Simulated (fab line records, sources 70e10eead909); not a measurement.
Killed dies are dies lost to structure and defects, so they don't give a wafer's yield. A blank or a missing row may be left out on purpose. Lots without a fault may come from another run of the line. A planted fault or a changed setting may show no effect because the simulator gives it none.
Which tool did it? | flow nand_harc | 12 lots, 36 wafers sampled, at 4 steps of a route of 1302

WHAT THE GAUGES READ, wafer by wafer
NHARC_A_WL_FILL_INSPECT_15. Usual: raw_defect_count 469, standard deviation 110.
lot  | measured     | on                | raw_defect_count | flag
L880 | day 21 07:54 | defect_inspect-01 | 312 241 432      |
L883 | day 22 05:25 | defect_inspect-02 | 504 470 445      |
L886 | day 23 16:26 | defect_inspect-02 | 517 390 391      |
L887 | day 23 16:28 | defect_inspect-01 | 516 500 525      |
L889 | day 24 20:49 | defect_inspect-02 | 438 416 482      |
L890 | day 25 15:44 | defect_inspect-02 | 512 384 390      |
L893 | day 26 09:55 | defect_inspect-02 | 393 424 330      |
L897 | day 27 17:43 | defect_inspect-01 | 619 449 455      |
L896 | day 28 08:16 | defect_inspect-01 | 444 698 477      |
L898 | day 28 19:09 | defect_inspect-02 | 278 331 358      |
L900 | day 29 10:19 | defect_inspect-01 | 549 623 408      |
L903 | day 30 17:29 | defect_inspect-01 | 484 478 494      |

WHICH TOOL RAN EACH LOT (tool, then ch and the chambers of the sampled wafers, then the start)
lot  | NHARC_A_SLIT_DESCUM_14             | NHARC_A_WL_FILL_ETCHBACK_05       | NHARC_A_WL_FILL_ETCHBACK_17
L880 | rie_diel-09 ch 1,2,3, day 20 00:43 | rie_metal-02 ch 0,1, day 20 15:16 | rie_metal-01 ch 0,1, day 21 01:33
L883 | rie_diel-09 ch 0,1,3, day 20 21:47 | rie_metal-01 ch 0,1, day 21 14:50 | rie_metal-01 ch 0,1, day 21 23:02
L886 | rie_diel-09 ch 0,2, day 22 09:15   | rie_metal-01 ch 0,1, day 22 23:45 | rie_metal-02 ch 0,1, day 23 11:08
L887 | rie_diel-09 ch 0,3, day 22 10:32   | rie_metal-02 ch 1, day 22 23:47   | rie_metal-03 ch 0,1, day 23 10:07
L889 | rie_diel-09 ch 0,2,3, day 23 12:14 | rie_metal-02 ch 0,1, day 24 03:01 | rie_metal-02 ch 0,1, day 24 14:29
L890 | rie_diel-09 ch 0,1,2, day 24 07:14 | rie_metal-01 ch 0,1, day 24 22:10 | rie_metal-01 ch 0, day 25 08:20
L893 | rie_diel-09 ch 0,1,2, day 24 23:40 | rie_metal-03 ch 0,1, day 25 16:53 | rie_metal-01 ch 0,1, day 26 03:35
L897 | rie_diel-09 ch 0,2,3, day 26 09:16 | rie_metal-01 ch 0,1, day 26 23:53 | rie_metal-01 ch 0,1, day 27 10:58
L896 | rie_diel-04 ch 0,1,3, day 27 00:22 | rie_metal-03 ch 0,1, day 27 15:58 | rie_metal-01 ch 0,1, day 28 01:52
L898 | rie_diel-07 ch 0,2,3, day 27 08:16 | rie_metal-03 ch 0,1, day 28 02:06 | rie_metal-01 ch 0,1, day 28 12:55
L900 | rie_diel-09 ch 0,2, day 27 21:54   | rie_metal-03 ch 0,1, day 28 16:17 | rie_metal-02 ch 0, day 29 04:01
L903 | rie_diel-04 ch 0,1,2, day 29 10:53 | rie_metal-01 ch 0,1, day 30 01:06 | rie_metal-02 ch 0,1, day 30 10:53
- NHARC_A_SLIT_DESCUM_14: chemistry O2, time 3 s.
- NHARC_A_WL_FILL_ETCHBACK_05: etches the open film in Cl2/BCl3, target depth 22 nm, time 60 s.
- NHARC_A_WL_FILL_ETCHBACK_17: etches the open film in Cl2/BCl3, target depth 4 nm, time 26.7 s.

WHAT THE TOOLS THEMSELVES READ (means of the sampled wafers that have a number; where no wafer has one, the mark that the record gives instead)
NHARC_A_SLIT_DESCUM_14. Usual: drypump_motor_current_A 5.7 A, standard deviation 0.3; oes_product_au 0.996 a.u., standard deviation 0.0077; rf_vpp_V 57.5 V, standard deviation 1; showerhead_plenum_p_Torr 1.87 Torr, standard deviation 0.077; throttle_valve_pct 11.312 %, standard deviation 0.0091.
lot  | tool        | drypump_motor_current_A (A) | oes_product_au (a.u.) | rf_vpp_V (V) | showerhead_plenum_p_Torr (Torr) | throttle_valve_pct (%) | flag
L880 | rie_diel-09 | 6.0                         | 0.995                 | 57.5         | 1.81                            | 11.315                 |
L883 | rie_diel-09 | 5.9                         | 0.990                 | 57.4         | 1.81                            | 11.309                 |
L886 | rie_diel-09 | 5.8                         | 0.998                 | 57.5         | 1.79                            | 11.309                 |
L887 | rie_diel-09 | 6.1                         | 0.999                 | 56.6         | 1.80                            | 11.302                 |
L889 | rie_diel-09 | 6.0                         | 1.001                 | 56.7         | 1.79                            | 11.321                 |
L890 | rie_diel-09 | 5.8                         | 0.998                 | 56.6         | 1.80                            | 11.301                 |
L893 | rie_diel-09 | 5.8                         | 1.000                 | 56.2         | 1.80                            | 11.313                 |
L897 | rie_diel-09 | 6.0                         | 0.994                 | 56.7         | 1.79                            | 11.307                 |
L896 | rie_diel-04 | 5.7                         | 1.000                 | 57.4         | 1.95                            | 11.320                 |
L898 | rie_diel-07 | 5.3                         | 0.990                 | 58.6         | 1.98                            | 11.314                 |
L900 | rie_diel-09 | 5.7                         | 0.991                 | 56.8         | 1.78                            | 11.312                 |
L903 | rie_diel-04 | 5.7                         | 1.006                 | 58.5         | 1.93                            | 11.315                 |

NHARC_A_WL_FILL_ETCHBACK_05. Usual: drypump_motor_current_A 5.8 A, standard deviation 0.46; oes_product_au 0.996 a.u., standard deviation 0.0068; run_length_s 81.3 s, standard deviation 0.4.
lot  | tool         | drypump_motor_current_A (A) | oes_product_au (a.u.) | run_length_s (s) | flag
L880 | rie_metal-02 | 5.8                         | 1.000                 | 81.4             |
L883 | rie_metal-01 | 5.7                         | 0.995                 | 81.6             |
L886 | rie_metal-01 | 5.4                         | 0.999                 | 81.3             |
L887 | rie_metal-02 | 5.9                         | 0.999                 | 81.3             |
L889 | rie_metal-02 | 5.7                         | 1.004                 | 81.4             |
L890 | rie_metal-01 | 5.4                         | 0.994                 | 81.4             |
L893 | rie_metal-03 | 6.1                         | 0.984                 | 81.2             |
L897 | rie_metal-01 | 5.7                         | 1.005                 | 81.7             |
L896 | rie_metal-03 | 6.2                         | 0.992                 | 80.9             |
L898 | rie_metal-03 | 5.8                         | 0.998                 | 80.8             |
L900 | rie_metal-03 | 5.8                         | 0.990                 | 81.0             |
L903 | rie_metal-01 | 5.7                         | 0.994                 | 81.8             |

NHARC_A_WL_FILL_ETCHBACK_17. Usual: drypump_motor_current_A 5.7 A, standard deviation 0.43; oes_product_au 0.999 a.u., standard deviation 0.0075; run_length_s 48.1 s, standard deviation 0.4.
lot  | tool         | drypump_motor_current_A (A) | oes_product_au (a.u.) | run_length_s (s) | flag
L880 | rie_metal-01 | 5.4                         | 0.998                 | 48.2             |
L883 | rie_metal-01 | 5.7                         | 0.994                 | 48.4             |
L886 | rie_metal-02 | 5.8                         | 1.000                 | 48.3             |
L887 | rie_metal-03 | 6.2                         | 0.985                 | 47.5             |
L889 | rie_metal-02 | 5.8                         | 0.987                 | 48.0             |
L890 | rie_metal-01 | 5.1                         | 1.000                 | 47.8             |
L893 | rie_metal-01 | 5.4                         | 1.001                 | 48.2             |
L897 | rie_metal-01 | 5.7                         | 0.999                 | 48.2             |
L896 | rie_metal-01 | 5.7                         | 1.007                 | 38.0             | OFF
L898 | rie_metal-01 | 5.7                         | 0.998                 | 38.3             | OFF
L900 | rie_metal-02 | 5.6                         | 0.989                 | 48.1             |
L903 | rie_metal-02 | 5.7                         | 0.992                 | 48.3             |

THE ANSWER, worked out from the rows above alone
Rule: a lot is off if the mean of its wafers that have a number lies more than 3 standard deviations from the usual mean. A lot without any number at a reading at which 4 lots or more have one is off too. The other lots that the step has rows for count as sound. The gauges are gone through in route order, then the tools' own readings, and for those a lot's mean is taken as printed above. The first step at which some lot is off is used, and at that step the reading that is off furthest; a lot without a number counts as furthest.
Off: L896, L898, at NHARC_A_WL_FILL_ETCHBACK_17 (run_length_s).
A tool fits if, at that step or a process step before it, it ran every lot that is off, and no sound lot after the first of them. One fits: rie_metal-01 at NHARC_A_WL_FILL_ETCHBACK_17. Its last sound lot is L897 (day 27 10:58), its first lot that is off L896 (day 28 01:52): a fault that began between those two fits.
The tool's own readings at NHARC_A_WL_FILL_ETCHBACK_17 bear it out: on the lots that are off they differ by more than 5 times the standard deviation of the sound lots' means. run_length_s reads 38.1 s there against 48.1 s on the sound lots.

WHAT THE SIMULATOR HAD PUT IN
Process parameter drift: rie_metal-01, from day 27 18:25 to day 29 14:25, at NHARC_A_WL_FILL_ETCHBACK_17. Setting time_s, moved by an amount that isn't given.
Lots struck among those shown: L896, L898. The rule above found the same.
